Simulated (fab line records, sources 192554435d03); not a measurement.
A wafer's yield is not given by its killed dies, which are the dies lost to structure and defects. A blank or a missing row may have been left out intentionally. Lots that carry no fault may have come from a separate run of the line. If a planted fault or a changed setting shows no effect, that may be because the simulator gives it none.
fab line records -- flow n5Finfet -- part 1 of 2: steps 1 to 18 of 22
record: lots: 5, wafers: 15, lastDay: 17
route steps=1938 shown BEOL_M15@1791
lots untouched by any fault: they come from a run of this same line in which no faults occurred
startH: hours from the record's first day to the start of the lot's first wafer shown -- waitH: how many hours have passed since the lot's step before this one -- " identical to the entry in the row above -- L1.1+2: a single row standing in for several wafers -- - no value, or no start was given -- * or withheld: withheld -- < > ~ a bound
route shown NAME@n: NAME is a module with steps in the file, n the number in the route of the first one -- usual: mean/standard deviation of fault-free wafers -- same: alike in all rows -- chamber/n: place in a boat -- sites: readings site by site -- _std_site: their standard deviation -- _edge_site: the outer-site mean with the inner-site mean subtracted -- radiusMm: how far each site lies from the wafer's centre -- mask NAME#n: copy n -- behind: tool/chamber where the wafer was last shaped -- hold: cause of the lot's hold/its duration in hours/its outcome -- device: names the non-switching transistor (n, p or np) -- end of line: the tests these same wafers got at the end of their route -- a step given without rows: its recipe and nothing more -- killed: not the wafer's yield, but the dies lost to structure and defects at the first sort -- map: per-die view of a wafer (x killed, . not killed, _ where there is no die)
set.NAME: setting as actually run; set.NAME@STEP: the setting as run at that earlier step -- model.NAME: the simulator's own value behind a step, which no gauge read
lots at selected steps of the route; one table per step, one row per wafer
services: a tool's chamber out of use, with start hour (startH, from the record's first day; less than 0 if before it), hours out, and reason
== steps ==
step: N5_BEOL_M15_STRIP_65
recipe: chemistry: postEtchResidueRemover, timeS: 60, tempC: 25, removerPh: withheld, removerWaterWtPct: withheld, removerFluorideWtPct: withheld
usual: tempC: 24.99/0.11
lot.wafer,tool,chamber,startH,waitH,tempC
L082.2,wetBench-01,6,301.80,-,25.05
L082.3,wetBench-01,7,301.80,-,24.92
L082.6,wetBench-01,4,301.80,-,25.04
L086.3,wetBench-02,1,320.29,-,25.16
L086.5,wetBench-02,4,320.29,-,24.97
L086.6,wetBench-02,3,320.29,-,25.03
L087.2,wetBench-01,5,340.03,-,24.98
L087.4,wetBench-01,4,340.03,-,24.88
L087.5,wetBench-01,2,340.03,-,24.96
L093.1,wetBench-01,4,375.89,-,24.84
L093.2,wetBench-01,3,375.89,-,25.11
L093.3,wetBench-01,6,375.89,-,24.88
L095.1,wetBench-01,4,387.56,-,25.09
L095.2,wetBench-01,6,387.56,-,24.90
L095.6,wetBench-01,1,387.56,-,24.92
step: N5_BEOL_M15_SRD_66
recipe: timeS: 30, tempC: 23, rinseLiquid: diw, dry: n2Spin, spinRpm: 1500, dryTimeS: 30
usual: doSupplyPpb: 9.99/0.11, tempC: 23.00/0.11
lot.wafer,tool,chamber,startH,waitH,doSupplyPpb,tempC
L082.2,wetBench-01,6,301.82,0.0,10.15,23.11
L082.3,wetBench-01,7,301.82,0.0,9.98,22.82
L082.6,wetBench-01,4,301.82,0.0,9.94,22.89
L086.3,wetBench-02,1,320.30,0.0,9.86,23.05
L086.5,wetBench-02,4,320.30,0.0,9.90,22.95
L086.6,wetBench-02,3,320.30,0.0,10.14,22.97
L087.2,wetBench-01,5,340.05,0.0,9.98,23.19
L087.4,wetBench-01,4,340.05,0.0,9.83,22.92
L087.5,wetBench-01,2,340.05,0.0,9.90,23.04
L093.1,wetBench-01,4,375.91,0.0,10.06,23.03
L093.2,wetBench-01,3,375.91,0.0,10.02,23.22
L093.3,wetBench-01,6,375.91,0.0,10.01,23.00
L095.1,wetBench-01,4,387.58,0.0,10.11,23.08
L095.2,wetBench-01,6,387.58,0.0,9.98,23.03
L095.6,wetBench-01,1,387.58,0.0,9.94,23.05
step: N5_BEOL_M15_CD_MEAS_17
recipe: targetCdNm: 360, polarity: opening
usual: cdNm: 361.1/2.1
lot.wafer,tool,chamber,startH,waitH,cdNm
L082.2,cdSem-01,-,301.86,0.0,361.2
L082.3,cdSem-01,-,301.86,0.0,358.2
L082.6,cdSem-01,-,301.86,0.0,363.2
L086.3,cdSem-03,-,320.35,0.0,362.8
L086.5,cdSem-03,-,320.35,0.0,364.4
L086.6,cdSem-03,-,320.35,0.0,359.1
L087.2,cdSem-02,-,340.09,0.0,362.2
L087.4,cdSem-02,-,340.09,0.0,362.2
L087.5,cdSem-02,-,340.09,0.0,363.3
L093.1,cdSem-01,-,375.95,0.0,364.9
L093.2,cdSem-01,-,375.95,0.0,362.7
L093.3,cdSem-01,-,375.95,0.0,362.5
L095.1,cdSem-02,-,387.62,0.0,363.9
L095.2,cdSem-02,-,387.62,0.0,363.3
L095.6,cdSem-02,-,387.62,0.0,362.3
step: N5_BEOL_M15_COAT_56
recipe: resist: SOC, tempC: 250, timeS: 60, spinRpm: 1500, resistThkNm: 550
usual: dispensePressureKPa: 49/3.4, exhaustPa: 45.1/0.87, heaterPowerTotalW: 500.5/1.8
lot.wafer,tool,chamber,startH,waitH,dispensePressureKPa,exhaustPa,heaterPowerTotalW
L082.2,lithoTrack-01,0,301.90,0.0,51,45.2,501.3
L082.3,lithoTrack-01,0,301.90,0.0,51,45.8,502.3
L082.6,lithoTrack-01,0,301.90,0.0,51,45.0,502.4
L086.3,lithoTrack-01,0,320.39,0.0,51,45.5,502.3
L086.5,lithoTrack-01,0,320.39,0.0,51,44.9,499.3
L086.6,lithoTrack-01,0,320.39,0.0,51,45.4,502.9
L087.2,lithoTrack-02,0,340.13,0.0,42,44.7,498.4
L087.4,lithoTrack-02,0,340.13,0.0,42,45.8,499.5
L087.5,lithoTrack-02,0,340.13,0.0,42,45.8,497.8
L093.1,lithoTrack-01,0,375.98,0.0,51,44.8,497.8
L093.2,lithoTrack-01,0,375.98,0.0,51,44.2,502.3
L093.3,lithoTrack-01,0,375.98,0.0,51,44.3,500.5
L095.1,lithoTrack-03,0,387.66,0.0,50,44.9,497.6
L095.2,lithoTrack-03,0,387.66,0.0,50,43.6,503.1
L095.6,lithoTrack-03,0,387.66,0.0,50,44.2,501.2
step: N5_BEOL_M15_ETCH_57
recipe: chemistry: N2/H2, target: SOC, sourceW: 3000, biasW: 350, timeS: 750, ionEnergyEv: 200, pressureMtorr: 30, n2FlowSccm: 200, h2FlowSccm: 200
usual: chamberPressureMTorr: 30.001/0.026, drypumpMotorCurrentA: 5.9/0.39, oesProductAu: 0.80/0.1, rfFwdPowerW: 2998/9.9, rfVppV: 524/3, showerheadPlenumPTorr: 2.54/0.11, throttleValvePct: 17.8/0.34
lot.wafer,tool,chamber,startH,waitH,chamberPressureMTorr,drypumpMotorCurrentA,oesProductAu,rfFwdPowerW,rfHoursCounterH,rfVppV,showerheadPlenumPTorr,throttleValvePct
L082.2,rieDiel-05,2,302.07,-,30.009,6.2,0.95,3000,10,529,2.70,17.1
L082.3,rieDiel-05,1,302.07,-,30.004,6.1,0.71,2991,205,523,2.51,17.6
L082.6,rieDiel-05,1,302.07,-,30.036,6.0,0.71,2993,-,522,2.51,17.6
L086.3,rieDiel-01,3,320.45,-,29.977,5.6,0.69,2989,236,526,2.60,18.0
L086.5,rieDiel-01,3,320.45,-,30.014,5.6,0.68,2995,-,526,2.60,18.0
L086.6,rieDiel-01,2,320.45,-,30.048,5.3,0.84,2980,-,523,2.47,17.7
L087.2,rieDiel-01,2,340.19,-,30.038,5.3,0.83,3000,59,521,2.47,17.7
L087.4,rieDiel-01,1,340.19,-,29.981,6.1,0.96,3001,-,521,2.48,17.6
L087.5,rieDiel-01,3,340.19,-,29.996,5.6,0.68,3007,-,524,2.60,18.0
L093.1,rieDiel-01,3,376.05,-,30.023,5.6,0.99,2979,1,525,2.60,17.6
L093.2,rieDiel-01,0,376.05,-,29.997,6.2,0.93,2991,8,527,2.71,17.5
L093.3,rieDiel-01,2,376.05,-,30.006,5.3,0.82,2998,72,521,2.46,17.7
L095.1,rieDiel-05,2,387.72,-,30.036,6.2,0.88,2999,36,528,2.69,17.1
L095.2,rieDiel-05,3,387.72,-,29.995,6.1,0.95,3002,19,525,2.61,17.7
L095.6,rieDiel-05,0,387.72,-,30.008,6.4,0.85,3007,-,527,2.70,18.1
step: N5_BEOL_M15_COAT_60
recipe: resist: BARC, tempC: 205, timeS: 60, spinRpm: 1500, resistThkNm: 89
usual: dispensePressureKPa: 47/4.1, exhaustPa: 45.0/0.85, heaterPowerTotalW: 391.8/1.4
lot.wafer,tool,chamber,startH,waitH,dispensePressureKPa,exhaustPa,heaterPowerTotalW
L082.2,lithoTrack-02,0,302.58,0.3,42,44.1,391.8
L082.3,lithoTrack-02,0,302.58,0.3,42,44.2,392.1
L082.6,lithoTrack-02,0,302.58,0.3,42,44.4,390.8
L086.3,lithoTrack-01,0,320.95,0.3,51,44.9,392.8
L086.5,lithoTrack-01,0,320.95,0.3,51,44.7,393.6
L086.6,lithoTrack-01,0,320.95,0.3,51,46.3,389.9
L087.2,lithoTrack-02,0,340.69,0.3,42,45.9,391.5
L087.4,lithoTrack-02,0,340.69,0.3,42,45.1,390.4
L087.5,lithoTrack-02,0,340.69,0.3,42,46.7,389.7
L093.1,lithoTrack-02,0,376.55,0.3,42,44.7,389.9
L093.2,lithoTrack-02,0,376.55,0.3,42,43.7,393.4
L093.3,lithoTrack-02,0,376.55,0.3,42,44.3,389.6
L095.1,lithoTrack-02,0,388.23,0.3,42,44.6,391.5
L095.2,lithoTrack-02,0,388.23,0.3,42,45.4,392.6
L095.6,lithoTrack-02,0,388.23,0.3,42,44.6,390.2
step: N5_BEOL_M15_COAT_22
recipe: spinRpm: 1704, resistThkNm: 800
usual: dispensePressureKPa: 47/4, exhaustPa: 45.0/0.84
lot.wafer,tool,chamber,startH,waitH,dispensePressureKPa,exhaustPa
L082.2,lithoTrack-02,0,-,-,42,44.5
L082.3,lithoTrack-02,0,-,-,42,44.8
L082.6,lithoTrack-02,0,-,-,42,44.7
L086.3,lithoTrack-01,0,-,-,51,45.9
L086.5,lithoTrack-01,0,-,-,51,45.0
L086.6,lithoTrack-01,0,-,-,51,44.3
L087.2,lithoTrack-02,0,-,-,42,45.9
L087.4,lithoTrack-02,0,-,-,42,45.0
L087.5,lithoTrack-02,0,-,-,42,45.3
L093.1,lithoTrack-02,0,-,-,42,45.4
L093.2,lithoTrack-02,0,-,-,42,44.5
L093.3,lithoTrack-02,0,-,-,42,45.9
L095.1,lithoTrack-02,0,-,-,42,44.1
L095.2,lithoTrack-02,0,-,-,42,45.3
L095.6,lithoTrack-02,0,-,-,42,45.2
step: N5_BEOL_M15_EBR_24
recipe: solvent: PGMEA, ebrWidthMm: 1.5
usual: exhaustPa: 44.9/0.79
lot.wafer,tool,chamber,startH,waitH,exhaustPa
L082.2,lithoTrack-02,0,-,-,45.6
L082.3,lithoTrack-02,0,-,-,44.5
L082.6,lithoTrack-02,0,-,-,44.1
L086.3,lithoTrack-01,0,-,-,45.6
L086.5,lithoTrack-01,0,-,-,45.0
L086.6,lithoTrack-01,0,-,-,46.3
L087.2,lithoTrack-02,0,-,-,45.5
L087.4,lithoTrack-02,0,-,-,45.5
L087.5,lithoTrack-02,0,-,-,45.4
L093.1,lithoTrack-02,0,-,-,42.5
L093.2,lithoTrack-02,0,-,-,43.6
L093.3,lithoTrack-02,0,-,-,45.1
L095.1,lithoTrack-02,0,-,-,45.3
L095.2,lithoTrack-02,0,-,-,45.2
L095.6,lithoTrack-02,0,-,-,45.6
step: N5_BEOL_M15_SOFTBAKE_23
recipe: tempC: 130, timeS: 60
usual: exhaustPa: 44.8/0.95, heaterPowerTotalW: 218.6/1.6
lot.wafer,tool,chamber,startH,waitH,exhaustPa,heaterPowerTotalW
L082.2,lithoTrack-02,0,-,-,44.8,217.7
L082.3,lithoTrack-02,0,-,-,45.0,217.2
L082.6,lithoTrack-02,0,-,-,45.0,219.0
L086.3,lithoTrack-01,0,-,-,45.5,216.7
L086.5,lithoTrack-01,0,-,-,45.5,218.9
L086.6,lithoTrack-01,0,-,-,46.5,220.8
L087.2,lithoTrack-02,0,-,-,44.6,217.3
L087.4,lithoTrack-02,0,-,-,45.1,220.8
L087.5,lithoTrack-02,0,-,-,43.8,216.5
L093.1,lithoTrack-02,0,-,-,43.5,218.8
L093.2,lithoTrack-02,0,-,-,45.0,218.2
L093.3,lithoTrack-02,0,-,-,44.1,217.2
L095.1,lithoTrack-02,0,-,-,45.4,218.1
L095.2,lithoTrack-02,0,-,-,46.5,221.2
L095.6,lithoTrack-02,0,-,-,46.0,220.9
step: N5_BEOL_M15_EXPOSE_25
recipe: maskId: M15, na: 0.8, sourceShape: annular, sigmaInner: 0.5, sigmaOuter: 0.8, polarization: unpolarized, targetCdNm: 400, doseMj: 35.5
usual: exposureDoseMJCm2: 35.46/0.038, focusOffsetNm: 0.0/0.53
lot.wafer,tool,chamber,startH,waitH,mask,exposureDoseMJCm2,focusOffsetNm
L082.2,krfScanner-02,0,302.69,-,M15#0,35.51,0.2
L082.3,krfScanner-02,0,302.69,-,M15#0,35.48,-0.1
L082.6,krfScanner-02,0,302.69,-,M15#0,35.45,-0.6
L086.3,krfScanner-01,0,321.06,-,M15#0,35.53,0.4
L086.5,krfScanner-01,0,321.06,-,M15#0,35.45,0.2
L086.6,krfScanner-01,0,321.06,-,M15#0,35.46,-0.7
L087.2,krfScanner-02,0,340.80,-,M15#0,35.40,0.0
L087.4,krfScanner-02,0,340.80,-,M15#0,35.41,-0.3
L087.5,krfScanner-02,0,340.80,-,M15#0,35.47,-0.5
L093.1,krfScanner-01,0,376.78,-,M15#0,35.45,0.7
L093.2,krfScanner-01,0,376.78,-,M15#0,35.44,0.0
L093.3,krfScanner-01,0,376.78,-,M15#0,35.41,-0.2
L095.1,krfScanner-01,0,388.33,-,M15#0,35.44,1.9
L095.2,krfScanner-01,0,388.33,-,M15#0,35.49,0.8
L095.6,krfScanner-01,0,388.33,-,M15#0,35.49,0.1
step: N5_BEOL_M15_PEB_26
recipe: pebTempC: 130, pebTimeS: 90
usual: exhaustPa: 44.9/0.86, heaterPowerTotalW: 172.4/0.73
lot.wafer,tool,chamber,startH,waitH,exhaustPa,heaterPowerTotalW
L082.2,lithoTrack-01,0,302.74,0.0,44.6,172.7
L082.3,lithoTrack-01,0,302.74,0.0,44.3,172.2
L082.6,lithoTrack-01,0,302.74,0.0,43.9,171.3
L086.3,lithoTrack-01,0,321.11,0.0,45.9,172.2
L086.5,lithoTrack-01,0,321.11,0.0,45.6,172.8
L086.6,lithoTrack-01,0,321.11,0.0,44.8,172.6
L087.2,lithoTrack-03,0,340.85,0.0,46.8,173.0
L087.4,lithoTrack-03,0,340.85,0.0,46.7,173.3
L087.5,lithoTrack-03,0,340.85,0.0,46.6,172.5
L093.1,lithoTrack-01,0,376.83,0.1,45.6,173.0
L093.2,lithoTrack-01,0,376.83,0.1,44.3,172.1
L093.3,lithoTrack-01,0,376.83,0.1,44.7,172.0
L095.1,lithoTrack-03,0,388.38,0.1,44.8,172.1
L095.2,lithoTrack-03,0,388.38,0.1,45.1,172.1
L095.6,lithoTrack-03,0,388.38,0.1,44.2,172.0
step: N5_BEOL_M15_DEVELOP_27
recipe: developTimeS: 45, rinseLiquid: diw, dry: airSpin, devTempC: 21
usual: developerTempC: 20.99/0.098, exhaustPa: 44.9/0.91
lot.wafer,tool,chamber,startH,waitH,developerTempC,exhaustPa
L082.2,lithoTrack-01,0,-,-,20.94,42.8
L082.3,lithoTrack-01,0,-,-,20.89,44.1
L082.6,lithoTrack-01,0,-,-,20.84,42.9
L086.3,lithoTrack-01,0,-,-,20.86,45.1
L086.5,lithoTrack-01,0,-,-,21.08,45.3
L086.6,lithoTrack-01,0,-,-,20.90,45.6
L087.2,lithoTrack-03,0,-,-,20.89,45.2
L087.4,lithoTrack-03,0,-,-,21.00,45.8
L087.5,lithoTrack-03,0,-,-,21.17,44.3
L093.1,lithoTrack-01,0,-,-,20.92,44.4
L093.2,lithoTrack-01,0,-,-,20.89,44.2
L093.3,lithoTrack-01,0,-,-,20.94,43.0
L095.1,lithoTrack-03,0,-,-,20.97,45.0
L095.2,lithoTrack-03,0,-,-,21.01,46.0
L095.6,lithoTrack-03,0,-,-,21.05,46.5
step: N5_BEOL_M15_HARDBAKE_32
recipe: tempC: 130, timeS: 120
usual: exhaustPa: 45.1/0.88, heaterPowerTotalW: 148.1/0.91
lot.wafer,tool,chamber,startH,waitH,exhaustPa,heaterPowerTotalW
L082.2,lithoTrack-01,0,-,-,44.7,149.0
L082.3,lithoTrack-01,0,-,-,45.3,147.2
L082.6,lithoTrack-01,0,-,-,45.1,148.5
L086.3,lithoTrack-01,0,-,-,44.7,147.2
L086.5,lithoTrack-01,0,-,-,44.1,149.2
L086.6,lithoTrack-01,0,-,-,44.1,149.2
L087.2,lithoTrack-03,0,-,-,44.6,148.2
L087.4,lithoTrack-03,0,-,-,45.5,149.4
L087.5,lithoTrack-03,0,-,-,44.9,148.7
L093.1,lithoTrack-01,0,-,-,45.0,148.7
L093.2,lithoTrack-01,0,-,-,46.1,147.4
L093.3,lithoTrack-01,0,-,-,45.6,148.7
L095.1,lithoTrack-03,0,-,-,44.1,148.5
L095.2,lithoTrack-03,0,-,-,44.5,148.9
L095.6,lithoTrack-03,0,-,-,45.4,149.2
step: N5_BEOL_M15_CD_MEAS_28
recipe: targetCdNm: 407.6, landingEnergyEv: 500, detector: seInlens
usual: cdNm: 409.5/1.8
lot.wafer,tool,chamber,startH,waitH,cdNm
L082.2,cdSem-01,0,302.86,-,410.9
L082.3,cdSem-01,0,302.86,-,411.2
L082.6,cdSem-01,0,302.86,-,409.5
L086.3,cdSem-02,0,321.22,-,409.0
L086.5,cdSem-02,0,321.22,-,410.4
L086.6,cdSem-02,0,321.22,-,408.9
L087.2,cdSem-03,0,340.97,-,410.8
L087.4,cdSem-03,0,340.97,-,410.4
L087.5,cdSem-03,0,340.97,-,410.2
L093.1,cdSem-03,0,376.95,-,411.4
L093.2,cdSem-03,0,376.95,-,410.4
L093.3,cdSem-03,0,376.95,-,411.0
L095.1,cdSem-02,0,388.50,-,410.3
L095.2,cdSem-02,0,388.50,-,408.2
L095.6,cdSem-02,0,388.50,-,407.8
step: N5_BEOL_M15_OVL_MEAS_29
recipe: pointsPerWafer: 44
usual: M15_OVL: 2/4.7
same: pointsPerWafer: 44
lot.wafer,tool,chamber,startH,waitH,M15_OVL[nm]
L082.2,overlay-02,0,302.88,0.0,4
L082.3,overlay-02,0,302.88,0.0,2
L082.6,overlay-02,0,302.88,0.0,-1
L086.3,overlay-01,0,321.25,0.0,1
L086.5,overlay-01,0,321.25,0.0,-2
L086.6,overlay-01,0,321.25,0.0,5
L087.2,overlay-02,0,341.00,0.0,-1
L087.4,overlay-02,0,341.00,0.0,-4
L087.5,overlay-02,0,341.00,0.0,-1
L093.1,overlay-02,0,376.98,0.0,16
L093.2,overlay-02,0,376.98,0.0,3
L093.3,overlay-02,0,376.98,0.0,20
L095.1,overlay-02,0,388.53,0.0,4
L095.2,overlay-02,0,388.53,0.0,2
L095.6,overlay-02,0,388.53,0.0,2
step: N5_BEOL_M15_INSPECT_30
recipe: mode: adi, inspectInstrument: macro
usual: rawDefectCount: 2.1/1.4
lot.wafer,tool,chamber,startH,waitH,rawDefectCount
L082.2,defectInspect-02,-,302.91,0.0,5
L082.3,defectInspect-02,-,302.91,0.0,1
L082.6,defectInspect-02,-,302.91,0.0,2
L086.3,defectInspect-02,-,321.27,0.0,1
L086.5,defectInspect-02,-,321.27,0.0,5
L086.6,defectInspect-02,-,321.27,0.0,6
L087.2,defectInspect-01,-,341.02,0.0,4
L087.4,defectInspect-01,-,341.02,0.0,3
L087.5,defectInspect-01,-,341.02,0.0,1
L093.1,defectInspect-02,-,377.00,0.0,2
L093.2,defectInspect-02,-,377.00,0.0,5
L093.3,defectInspect-02,-,377.00,0.0,1
L095.1,defectInspect-02,-,388.55,0.0,0
L095.2,defectInspect-02,-,388.55,0.0,0
L095.6,defectInspect-02,-,388.55,0.0,1
step: N5_BEOL_M15_DESCUM_33
recipe: chemistry: O2, timeS: 7.9, sourcePowerW: 50, biasPowerW: 20, pressureMtorr: 20, rfFrequencyHz: 2.712e+07, tempC: 40, o2FlowSccm: 225
usual: chamberPressureMTorr: 20.000/0.019, drypumpMotorCurrentA: 5.8/0.38, o2FlowSccm: 225.0/0.77, oesProductAu: 0.79/0.097, rfFwdPowerW: 49.43/0.25, rfVppV: 242.7/1.5, showerheadPlenumPTorr: 2.06/0.085, tempC: 39.99/0.12, throttleValvePct: 20.48/0.3
lot.wafer,tool,chamber,startH,waitH,chamberPressureMTorr,drypumpMotorCurrentA,o2FlowSccm,oesProductAu,rfFwdPowerW,rfHoursCounterH,rfVppV,showerheadPlenumPTorr,tempC,throttleValvePct
L082.2,rieDiel-01,3,303.20,0.3,20.008,5.6,224.9,0.68,49.66,229,245.2,2.16,40.01,20.76
L082.3,rieDiel-01,2,303.20,0.3,20.006,5.2,224.9,0.85,49.46,44,243.4,2.05,39.92,20.40
L082.6,rieDiel-01,1,303.20,0.3,19.996,6.1,225.2,0.68,49.31,-,242.5,2.05,39.91,20.71
L086.3,rieDiel-06,2,321.48,0.2,19.994,5.6,224.7,0.76,49.26,175,239.7,1.91,39.92,20.62
L086.5,rieDiel-06,0,321.48,0.2,19.968,5.7,224.2,0.72,49.89,-,243.6,2.06,40.06,20.51
L086.6,rieDiel-06,1,321.48,0.2,19.993,5.2,225.7,0.91,49.35,-,241.4,2.05,40.05,19.91
L087.2,rieDiel-01,2,341.34,0.3,19.992,5.2,224.6,0.82,49.31,60,243.8,2.04,39.94,20.44
L087.4,rieDiel-01,3,341.34,0.3,19.969,5.6,223.8,0.68,49.47,-,244.3,2.16,40.04,20.79
L087.5,rieDiel-01,2,341.34,0.3,19.983,5.3,223.9,0.81,49.24,-,243.7,2.04,39.93,20.45
L093.1,rieDiel-05,2,377.04,0.0,20.005,6.2,224.7,0.89,49.46,32,245.9,2.23,39.97,19.97
L093.2,rieDiel-05,1,377.04,0.0,19.985,6.1,224.6,0.69,49.48,228,242.9,2.06,40.06,20.27
L093.3,rieDiel-05,0,377.04,0.0,20.034,6.5,224.8,0.84,49.58,56,244.5,2.20,40.18,20.65
L095.1,rieDiel-05,1,388.98,0.4,20.036,6.0,224.9,0.69,49.62,233,242.8,2.06,39.91,20.28
L095.2,rieDiel-05,2,388.98,0.4,20.010,6.2,225.4,0.88,49.62,37,244.2,2.23,40.06,19.98
L095.6,rieDiel-05,2,388.98,0.4,20.016,6.2,225.2,0.88,49.64,-,245.2,2.23,40.19,19.98
step: N5_BEOL_M15_ETCH_61
recipe: chemistry: N2/H2, target: BARC, targetDepthA: 890, overetchA: 267, timeS: 67.9, ionEnergyEv: 200, pressureMtorr: 30, sourceW: 840, biasW: 150, n2FlowSccm: 200, h2FlowSccm: 200
usual: chamberPressureMTorr: 30.00/0.031, drypumpMotorCurrentA: 5.8/0.38, oesProductAu: 0.67/0.078, rfFwdPowerW: 834/3.4, rfVppV: 523.0/2.9, showerheadPlenumPTorr: 2.51/0.1, throttleValvePct: 18.0/0.35
lot.wafer,tool,chamber,startH,waitH,chamberPressureMTorr,drypumpMotorCurrentA,oesProductAu,rfFwdPowerW,rfHoursCounterH,rfVppV,showerheadPlenumPTorr,throttleValvePct
L082.2,rieDiel-01,3,303.24,0.0,30.03,5.6,0.59,835,229,526.0,2.61,18.1
L082.3,rieDiel-01,2,303.24,0.0,29.99,5.3,0.73,832,44,522.0,2.47,17.8
L082.6,rieDiel-01,1,303.24,0.0,29.97,6.1,0.59,837,-,522.7,2.49,18.1
L086.3,rieDiel-06,2,321.52,0.0,30.02,5.6,0.64,833,175,518.4,2.34,18.1
L086.5,rieDiel-06,0,321.52,0.0,30.01,5.7,0.62,835,-,523.6,2.53,18.3
L086.6,rieDiel-06,1,321.52,0.0,29.97,5.2,0.77,834,-,522.4,2.49,17.3
L087.2,rieDiel-01,2,341.37,0.0,30.00,5.2,0.71,831,60,521.8,2.46,17.8
L087.4,rieDiel-01,3,341.37,0.0,30.00,5.6,0.58,834,-,524.7,2.60,18.2
L087.5,rieDiel-01,2,341.37,0.0,30.05,5.2,0.71,832,-,522.5,2.46,17.8
L093.1,rieDiel-05,2,377.07,0.0,30.01,6.2,0.74,836,32,527.9,2.69,17.2
L093.2,rieDiel-05,1,377.07,0.0,29.92,6.1,0.60,832,228,524.4,2.50,17.8
L093.3,rieDiel-05,0,377.07,0.0,29.95,6.4,0.72,831,56,527.5,2.70,18.1
L095.1,rieDiel-05,1,389.02,0.0,29.97,6.0,0.60,836,233,521.5,2.50,17.8
L095.2,rieDiel-05,2,389.02,0.0,30.00,6.2,0.74,836,37,528.7,2.69,17.2
L095.6,rieDiel-05,2,389.02,0.0,30.04,6.2,0.74,833,-,526.9,2.69,17.2
